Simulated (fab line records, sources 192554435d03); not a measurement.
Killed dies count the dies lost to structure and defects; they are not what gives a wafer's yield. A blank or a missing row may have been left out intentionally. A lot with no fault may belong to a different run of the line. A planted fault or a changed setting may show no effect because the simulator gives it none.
What tool caused it? | flow n5Finfet | 10 lots with 30 wafers sampled at 4 steps, on a route of 1938 steps

WHAT THE GAUGES SHOWED, per wafer
N5_BEOL_M6_THK_MEAS_01.
lot  | measured     | on           | M6_ILD_THK (nm)
L726 | day 8 09:49  | filmMetro-01 | 152.0 154.5 155.7
L730 | day 9 13:53  | filmMetro-02 | 158.3 158.4 156.1
L729 | day 9 16:58  | filmMetro-01 | 156.7 151.5 154.9
L731 | day 9 17:40  | filmMetro-02 | 151.1 152.6 155.1
L739 | day 12 05:49 | filmMetro-01 | 188.7 154.4 157.5
L744 | day 12 13:20 | filmMetro-02 | 150.7 157.3 152.2
L743 | day 12 22:36 | filmMetro-02 | 154.4 150.4 155.9
L745 | day 13 11:40 | filmMetro-01 | 155.6 155.3 155.1
L747 | day 13 14:22 | filmMetro-02 | 154.3 154.9 156.6
L748 | day 14 09:08 | filmMetro-02 | 152.7 155.0 156.2

WHICH TOOL RAN EACH LOT (tool, then ch and the chambers of the sampled wafers, then the start)
lot  | N5_BEOL_M5_ANNEAL_51            | N5_BEOL_M5_CMP_52             | N5_BEOL_M6_ILD_DEP_00
L726 | rtpAnneal-01 ch 0, day 8 08:22  | cmp-03 ch 0,1,3, day 8 08:37  | pecvd-02 ch 1,2, day 8 09:14
L730 | rtpAnneal-01 ch 0, day 9 12:21  | cmp-04 ch 1,2,3, day 9 12:46  | pecvd-01 ch 1,2, day 9 13:18
L729 | rtpAnneal-02 ch 0, day 9 15:04  | cmp-03 ch 0,1,3, day 9 15:20  | pecvd-01 ch 0,1,2, day 9 15:55
L731 | rtpAnneal-01 ch 0, day 9 16:11  | cmp-02 ch 1,2, day 9 16:29    | pecvd-01 ch 1,2, day 9 17:05
L739 | rtpAnneal-02 ch 0, day 12 04:20 | cmp-03 ch 0,1, day 12 04:38   | pecvd-04 ch 0,1, day 12 05:15
L744 | rtpAnneal-02 ch 0, day 12 11:52 | cmp-04 ch 2,3, day 12 12:05   | pecvd-01 ch 0,2, day 12 12:46
L743 | rtpAnneal-01 ch 0, day 12 21:07 | cmp-02 ch 1,2,3, day 12 21:29 | pecvd-01 ch 0,1, day 12 22:01
L745 | rtpAnneal-02 ch 0, day 13 09:44 | cmp-02 ch 0,2, day 13 10:00   | pecvd-01 ch 0,1,2, day 13 10:37
L747 | rtpAnneal-01 ch 0, day 13 12:53 | cmp-04 ch 0,2,3, day 13 13:15 | pecvd-02 ch 0,1, day 13 13:48
L748 | rtpAnneal-01 ch 0, day 14 07:10 | cmp-02 ch 0,1,2, day 14 07:28 | pecvd-02 ch 0,1,2, day 14 08:05
- N5_BEOL_M5_ANNEAL_51: time 90 s.
- N5_BEOL_M5_CMP_52: polishes, stops on SiCOH lowk, t overpolish 6.9 s, target thk 62 nm.
- N5_BEOL_M6_ILD_DEP_00: deposits SiCOH lowk from DEMS/porogen, target thk 179.75 nm, time 33.4 s.

THE ANSWER, worked out from the rows above alone
Rule: the lots themselves supply what counts as usual. Put in order of their means at a reading, lots are off if they are a third of the lots or fewer, leave a main group of 4 or more, and stand apart from it by a gap of 3 or more times the standard deviation of the main group's means; of several such gaps the widest counts. A main group whose means are all the same, to the digits that the tables above print for the reading, isn't used. Also off: a lot with no number at a reading for which 4 or more lots have one. Any other lot the step has rows for is counted as sound.
Off: L739, seen at N5_BEOL_M6_THK_MEAS_01 (M6_ILD_THK). The main group: mean 154.6 nm, standard deviation 1.3.
If a tool, at a process step before that reading, ran all the lots that are off and no sound lot after the first of them, it fits. Those tools and the gauges at N5_BEOL_M6_THK_MEAS_01 are tried in the same way. This does not decide it: 2 tools fit, namely cmp-03 at N5_BEOL_M5_CMP_52 and pecvd-04 at N5_BEOL_M6_ILD_DEP_00.

WHAT HAD BEEN PUT IN BY THE SIMULATOR
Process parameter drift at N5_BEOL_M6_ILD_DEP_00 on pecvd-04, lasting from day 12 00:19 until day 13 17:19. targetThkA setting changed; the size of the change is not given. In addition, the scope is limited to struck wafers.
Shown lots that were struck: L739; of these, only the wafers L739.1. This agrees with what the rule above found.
